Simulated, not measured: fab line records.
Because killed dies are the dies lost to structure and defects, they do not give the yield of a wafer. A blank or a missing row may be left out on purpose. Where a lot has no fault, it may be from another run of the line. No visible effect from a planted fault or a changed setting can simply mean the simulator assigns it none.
fab line records ; flow nand_harc ; part 2 of 2: steps 19 to 27 of 27
[record] lots = 5; wafers = 15; last_day = 25
route steps=1159 shown A_STAIRCASE@655
lots with no fault: from the same line, run without faults
start_h: the number of hours between the record's first day and the start of the first shown wafer of the lot ; wait_h: time in hours since the lot's previous step ; " the same as in the row above ; L1.1+2: several wafers, shown together as one row ; - no value present, or no start provided ; * or withheld: withheld ; < > ~ a bound
route shown NAME@n: a module of which the file shows steps, and the number in the route of the first ; usual: average and standard deviation across the fault-free wafers ; same: alike in all rows ; chamber/n: place in a boat ; sites: each site's reading ; _std_site: standard deviation of those values ; _edge_site: outer sites' mean less inner sites' ; radius_mm: for every site, how far away it sits from the centre of the wafer ; mask NAME#n: copy n ; behind: the most recent tool/chamber to have shaped the wafer ; hold: the reason the lot was held/the length of the hold in hours/how it ended ; device: whichever transistor did not switch (one of n, p or np) ; end of line: the tests these same wafers got at the end of their route ; step lacking rows: just its recipe ; killed: the dies lost at the first sort to structure and to defects; this is not the yield of the wafer ; map: per-die view of a wafer (x killed, . not killed, _ where there is no die)
set.NAME: the run value of the setting; set.NAME@STEP: its run value at that earlier step ; model.NAME: the simulator's own value behind a step, which no gauge read
a table for each step, a row for each wafer; lots at some steps of the route
services: from which hour (start_h, from the record's first day; less than 0 if before it) a tool's chamber was out of use, for how many hours, and why
[[steps]]
[step NHARC_A_STAIRCASE_HM_DEP_462]
[recipe] target_thk_a = 8000; temp_c = 400; material = aC
[usual] throttle_valve_pct = 35.000/0.0093
lot.wafer;tool;chamber;start_h;wait_h;throttle_valve_pct
L074.1;acl_dep-02;0;249.26;0.1;35.003
L074.4;acl_dep-02;0;249.26;0.1;35.011
L074.6;acl_dep-02;0;249.26;0.1;34.996
L075.1;acl_dep-03;0;273.82;1.5;34.997
L075.5;acl_dep-03;0;275.04;2.7;34.990
L075.6;acl_dep-03;0;275.04;2.7;34.995
L081.1;acl_dep-02;0;296.26;0.3;34.996
L081.3;acl_dep-02;0;296.26;0.3;35.002
L081.6;acl_dep-02;0;296.26;0.3;34.993
L086.3;acl_dep-01;0;334.12;1.5;34.996
L086.5;acl_dep-01;0;334.12;1.5;34.999
L086.6;acl_dep-01;0;334.12;1.5;35.000
L096.2;acl_dep-01;0;396.26;0.8;34.996
L096.5;acl_dep-01;0;396.26;0.8;35.017
L096.6;acl_dep-01;0;396.26;0.8;34.996
[step NHARC_A_STAIRCASE_DEP_301]
[recipe] target_thk_a = 300; target_thk_nm = 30; temp_c = 400; pressure_torr = 3.5; flow_sccm = 200; rf_w = 350; material = SiON
[usual] heater_power_w = 745/110
lot.wafer;tool;chamber;start_h;wait_h;heater_power_w
L074.1;pecvd-03;0;251.16;1.6;738
L074.4;pecvd-03;2;251.16;1.6;671
L074.6;pecvd-03;1;251.16;1.6;826
L075.1;pecvd-03;0;276.06;1.9;699
L075.6;pecvd-03;0;276.06;1.9;712
L075.5;pecvd-03;1;276.06;1.9;803
L081.3;pecvd-02;0;298.75;1.5;556
L081.1;pecvd-02;1;298.75;1.5;864
L081.6;pecvd-02;2;298.75;1.5;785
L086.3;pecvd-03;1;335.86;1.4;744
L086.6;pecvd-03;1;335.86;1.4;763
L086.5;pecvd-03;2;335.86;1.4;731
L096.2;pecvd-03;1;397.83;1.3;740
L096.6;pecvd-03;1;397.83;1.3;739
L096.5;pecvd-03;0;397.83;1.3;754
[step NHARC_A_STAIRCASE_DEHYDRATE_302]
[recipe] temp_c = 150; time_s = 120
[usual] exhaust_pa = 45.0/0.87; resist_line_temp_C = 23.01/0.1
lot.wafer;tool;chamber;start_h;wait_h;exhaust_pa;resist_line_temp_C
L074.1;litho_track-03;0;251.40;0.2;46.3;22.97
L074.4;litho_track-03;0;251.40;0.2;47.2;22.96
L074.6;litho_track-03;0;251.40;0.2;45.7;22.87
L075.1;litho_track-07;0;276.31;0.2;45.8;23.00
L075.5;litho_track-07;0;276.31;0.2;46.7;23.02
L075.6;litho_track-07;0;276.31;0.2;44.3;22.97
L081.1;litho_track-02;0;299.02;0.2;46.1;22.97
L081.3;litho_track-02;0;299.02;0.2;46.2;22.99
L081.6;litho_track-02;0;299.02;0.2;46.2;22.96
L086.3;litho_track-03;0;336.10;0.2;45.0;22.90
L086.5;litho_track-03;0;336.10;0.2;43.5;22.86
L086.6;litho_track-03;0;336.10;0.2;45.2;23.08
L096.2;litho_track-07;0;398.10;0.2;44.0;22.78
L096.5;litho_track-07;0;398.10;0.2;44.7;22.86
L096.6;litho_track-07;0;398.10;0.2;43.9;22.81
[step NHARC_A_STAIRCASE_HMDS_303]
[recipe] time_s = 30
[usual] exhaust_pa = 45.1/0.94; resist_line_temp_C = 23.00/0.11
lot.wafer;tool;chamber;start_h;wait_h;exhaust_pa;resist_line_temp_C
L074.1;litho_track-03;0;-;-;46.7;23.01
L074.4;litho_track-03;0;-;-;44.5;23.09
L074.6;litho_track-03;0;-;-;46.0;22.89
L075.1;litho_track-07;0;-;-;44.1;22.93
L075.5;litho_track-07;0;-;-;44.5;23.12
L075.6;litho_track-07;0;-;-;44.1;23.09
L081.1;litho_track-02;0;-;-;43.0;23.14
L081.3;litho_track-02;0;-;-;44.3;23.10
L081.6;litho_track-02;0;-;-;44.5;23.05
L086.3;litho_track-03;0;-;-;46.0;22.88
L086.5;litho_track-03;0;-;-;46.3;23.08
L086.6;litho_track-03;0;-;-;45.4;22.99
L096.2;litho_track-07;0;-;-;45.5;23.02
L096.5;litho_track-07;0;-;-;46.4;22.97
L096.6;litho_track-07;0;-;-;46.5;22.98
[step NHARC_A_STAIRCASE_COAT_304]
[recipe] spin_rpm = 1200
[usual] exhaust_pa = 45.1/0.91; resist_line_temp_C = 23.01/0.11
lot.wafer;tool;chamber;start_h;wait_h;exhaust_pa;resist_line_temp_C
L074.1;litho_track-03;0;-;-;44.7;22.94
L074.4;litho_track-03;0;-;-;46.3;23.15
L074.6;litho_track-03;0;-;-;45.4;22.95
L075.1;litho_track-07;0;-;-;46.1;23.17
L075.5;litho_track-07;0;-;-;45.6;23.05
L075.6;litho_track-07;0;-;-;44.5;22.99
L081.1;litho_track-02;0;-;-;45.2;22.81
L081.3;litho_track-02;0;-;-;45.0;22.82
L081.6;litho_track-02;0;-;-;46.1;22.76
L086.3;litho_track-03;0;-;-;44.2;23.16
L086.5;litho_track-03;0;-;-;44.9;23.15
L086.6;litho_track-03;0;-;-;44.0;23.12
L096.2;litho_track-07;0;-;-;43.9;22.92
L096.5;litho_track-07;0;-;-;45.7;22.91
L096.6;litho_track-07;0;-;-;43.8;23.03
[step NHARC_A_STAIRCASE_SOFTBAKE_305]
[recipe] temp_c = 135; time_s = 170
[usual] exhaust_pa = 45.2/1; resist_line_temp_C = 23.01/0.099
lot.wafer;tool;chamber;start_h;wait_h;exhaust_pa;resist_line_temp_C
L074.1;litho_track-03;0;-;-;46.4;22.90
L074.4;litho_track-03;0;-;-;45.2;22.79
L074.6;litho_track-03;0;-;-;42.7;22.93
L075.1;litho_track-07;0;-;-;45.6;23.17
L075.5;litho_track-07;0;-;-;44.4;22.97
L075.6;litho_track-07;0;-;-;44.3;23.11
L081.1;litho_track-02;0;-;-;47.4;23.16
L081.3;litho_track-02;0;-;-;46.7;23.07
L081.6;litho_track-02;0;-;-;44.8;22.94
L086.3;litho_track-03;0;-;-;43.6;23.13
L086.5;litho_track-03;0;-;-;44.3;23.13
L086.6;litho_track-03;0;-;-;43.4;23.00
L096.2;litho_track-07;0;-;-;45.3;22.82
L096.5;litho_track-07;0;-;-;44.8;22.93
L096.6;litho_track-07;0;-;-;45.4;22.95
[step NHARC_A_STAIRCASE_EBR_306]
[usual] exhaust_pa = 44.9/0.94; resist_line_temp_C = 23.00/0.1
lot.wafer;tool;chamber;start_h;wait_h;exhaust_pa;resist_line_temp_C
L074.1;litho_track-03;0;-;-;45.5;22.99
L074.4;litho_track-03;0;-;-;44.3;22.79
L074.6;litho_track-03;0;-;-;44.2;23.04
L075.1;litho_track-07;0;-;-;45.8;23.08
L075.5;litho_track-07;0;-;-;44.8;23.00
L075.6;litho_track-07;0;-;-;45.0;23.15
L081.1;litho_track-02;0;-;-;44.0;23.08
L081.3;litho_track-02;0;-;-;44.7;23.06
L081.6;litho_track-02;0;-;-;46.2;22.97
L086.3;litho_track-03;0;-;-;44.3;22.69
L086.5;litho_track-03;0;-;-;44.2;22.99
L086.6;litho_track-03;0;-;-;44.5;22.93
L096.2;litho_track-07;0;-;-;43.2;23.03
L096.5;litho_track-07;0;-;-;42.8;23.16
L096.6;litho_track-07;0;-;-;43.7;22.94
[step NHARC_A_STAIRCASE_EXPOSE_307]
[recipe] na = 0.5; dose_mj = 45.72; mask_id = CHOP_50
[usual] reticle_temp_C = 22.99/0.11
lot.wafer;tool;chamber;start_h;wait_h;mask;reticle_temp_C
L074.1;krf_scanner-02;0;251.74;-;CHOP_50#0;23.17
L074.4;krf_scanner-02;0;251.74;-;CHOP_50#0;22.98
L074.6;krf_scanner-02;0;251.74;-;CHOP_50#0;23.03
L075.1;krf_scanner-02;0;276.64;-;CHOP_50#0;23.05
L075.5;krf_scanner-02;0;276.64;-;CHOP_50#0;23.16
L075.6;krf_scanner-02;0;276.64;-;CHOP_50#0;23.07
L081.1;krf_scanner-02;0;299.23;-;CHOP_50#0;23.06
L081.3;krf_scanner-02;0;299.23;-;CHOP_50#0;23.00
L081.6;krf_scanner-02;0;299.23;-;CHOP_50#0;23.12
L086.3;krf_scanner-02;0;336.44;-;CHOP_50#0;22.99
L086.5;krf_scanner-02;0;336.44;-;CHOP_50#0;22.96
L086.6;krf_scanner-02;0;336.44;-;CHOP_50#0;22.97
L096.2;krf_scanner-03;0;398.44;-;CHOP_50#0;23.00
L096.5;krf_scanner-03;0;398.44;-;CHOP_50#0;23.01
L096.6;krf_scanner-03;0;398.44;-;CHOP_50#0;23.02
[step NHARC_A_STAIRCASE_PEB_308]
[recipe] peb_temp_c = 115; peb_time_s = 130
[usual] exhaust_pa = 45.1/0.91; resist_line_temp_C = 22.97/0.084
lot.wafer;tool;chamber;start_h;wait_h;exhaust_pa;resist_line_temp_C
L074.1;litho_track-02;0;251.81;0.1;43.3;22.84
L074.4;litho_track-02;0;251.81;0.1;44.0;22.93
L074.6;litho_track-02;0;251.81;0.1;44.1;22.92
L075.1;litho_track-07;0;276.71;0.1;44.2;23.13
L075.5;litho_track-07;0;276.71;0.1;45.0;23.05
L075.6;litho_track-07;0;276.71;0.1;43.8;22.99
L081.1;litho_track-02;0;299.29;0.1;44.5;23.15
L081.3;litho_track-02;0;299.29;0.1;46.4;23.08
L081.6;litho_track-02;0;299.29;0.1;45.5;23.01
L086.3;litho_track-03;0;336.50;0.1;45.8;22.88
L086.5;litho_track-03;0;336.50;0.1;44.4;22.89
L086.6;litho_track-03;0;336.50;0.1;45.2;22.83
L096.2;litho_track-02;0;398.50;0.1;46.4;22.87
L096.5;litho_track-02;0;398.50;0.1;45.6;22.89
L096.6;litho_track-02;0;398.50;0.1;44.4;22.83
[[services]]
tool;chamber;start_h;hours;kind
rie_diel-07;-;228.70;9.0;pm
rie_diel-05;0;250.14;1.2;repair
rie_diel-07;3;259.11;11.9;repair
rie_diel-07;0;266.82;8.3;repair
rie_diel-04;1;269.64;10.0;repair
rie_diel-07;1;284.16;23.1;repair
wet_bench-09;-;288.80;8.0;pm
rie_diel-04;-;288.90;9.0;pm
krf_scanner-02;-;291.74;4.0;pm
pecvd-03;-;292.16;13.0;pm
acl_dep-01;-;293.60;13.0;pm
krf_scanner-02;-;326.85;3.4;repair
krf_scanner-02;-;332.10;0.9;repair
wet_bench-04;-;339.21;8.0;pm
krf_scanner-03;-;340.00;4.0;pm
litho_track-02;-;340.00;7.0;pm
rie_diel-05;-;340.63;9.0;pm
krf_scanner-02;-;362.45;0.4;repair
litho_track-07;-;364.00;7.0;pm
pecvd-03;2;366.81;7.3;repair
wet_bench-05;-;372.80;8.0;pm
litho_track-03;-;388.00;7.0;pm
rie_diel-05;0;394.89;4.7;repair
rie_diel-07;3;395.32;2.2;repair
